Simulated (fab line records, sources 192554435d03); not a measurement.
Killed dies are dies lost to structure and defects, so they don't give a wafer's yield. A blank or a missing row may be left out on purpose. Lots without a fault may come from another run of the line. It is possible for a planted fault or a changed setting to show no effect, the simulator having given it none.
Matching of chambers + flow n5_finfet + N5_BEOL_M7_CURE_74 on uv_cure-02 has 3 sister chambers
The step cures SiCOH lowk, time 240 s. 14 wafers are shown with their chamber, then 7 later ones without.

## WAFERS, EACH WITH ITS CHAMBER
| wafer  | chamber | wafer_temp_C_max | lamp_power_pct (%) |
|--------|---------|------------------|--------------------|
| L080.1 | 0       | 386.6            | 52.27              |
| L080.3 | 0       | 387.0            | 52.31              |
| L080.4 | 0       | 386.8            | 52.42              |
| L079.2 | 0       | 386.3            | 52.38              |
| L079.3 | 0       | 386.7            | 52.31              |
| L079.4 | 0       | 386.8            | 52.24              |
| L087.1 | 1       | 386.4            | 52.29              |
| L087.4 | 1       | 386.7            | 52.36              |
| L087.5 | 1       | 386.4            | 52.34              |
| L088.1 | 0       | 386.5            | 52.23              |
| L088.3 | 0       | 386.6            | 52.28              |
| L088.6 | 0       | 387.0            | 52.22              |
| L092.4 | 2       | 388.5            | 52.30              |
| L092.5 | 2       | 387.9            | 52.39              |

SIGNATURES, as means of the wafers listed above
| reading          | chamber 0 | chamber 1 | chamber 2 | scatter within a chamber |
|------------------|-----------|-----------|-----------|--------------------------|
| wafer_temp_C_max | 386.700   | 386.500   | 388.200   | 0.245                    |
| lamp_power_pct   | 52.2956   | 52.3300   | 52.3450   | 0.063                    |
Rule: for each reading, subtract the chamber's mean from the wafer's reading, divide by that reading's scatter and square the result; add these up over the readings and take the root, which gives the wafer's distance from the chamber. If the next closest chamber is less than 2 further off than the closest, the wafer can't be placed; otherwise it belongs to the closest. The scatter: the root of (the sum of the squares of (reading less its chamber's mean) over the shown wafers, divided by (wafers less chambers)).

## WAFERS WITH NO CHAMBER GIVEN
| wafer  | wafer_temp_C_max | lamp_power_pct (%) |
|--------|------------------|--------------------|
| L092.6 | 388.2            | 52.33              |
| L095.1 | 385.7            | 52.30              |
| L095.4 | 385.8            | 52.37              |
| L095.5 | 386.7            | 52.30              |
| L095.2 | 386.2            | 52.29              |
| L095.3 | 385.9            | 52.35              |
| L095.6 | 386.2            | 52.30              |

## WHICH CHAMBER EACH WENT THROUGH
| wafer  | from the rows above     | in truth |
|--------|-------------------------|----------|
| L092.6 | 2                       | 2        |
| L095.1 | can't be placed: 1 or 0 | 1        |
| L095.4 | can't be placed: 1 or 0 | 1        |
| L095.5 | can't be placed: 0 or 1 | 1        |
| L095.2 | can't be placed: 1 or 0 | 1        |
| L095.3 | can't be placed: 1 or 0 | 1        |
| L095.6 | can't be placed: 1 or 0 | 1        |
Correctly placed: 1 of 7. From these rows, 6 cannot be placed; in 6 the true chamber is one of the candidates. Wrongly placed: 0.
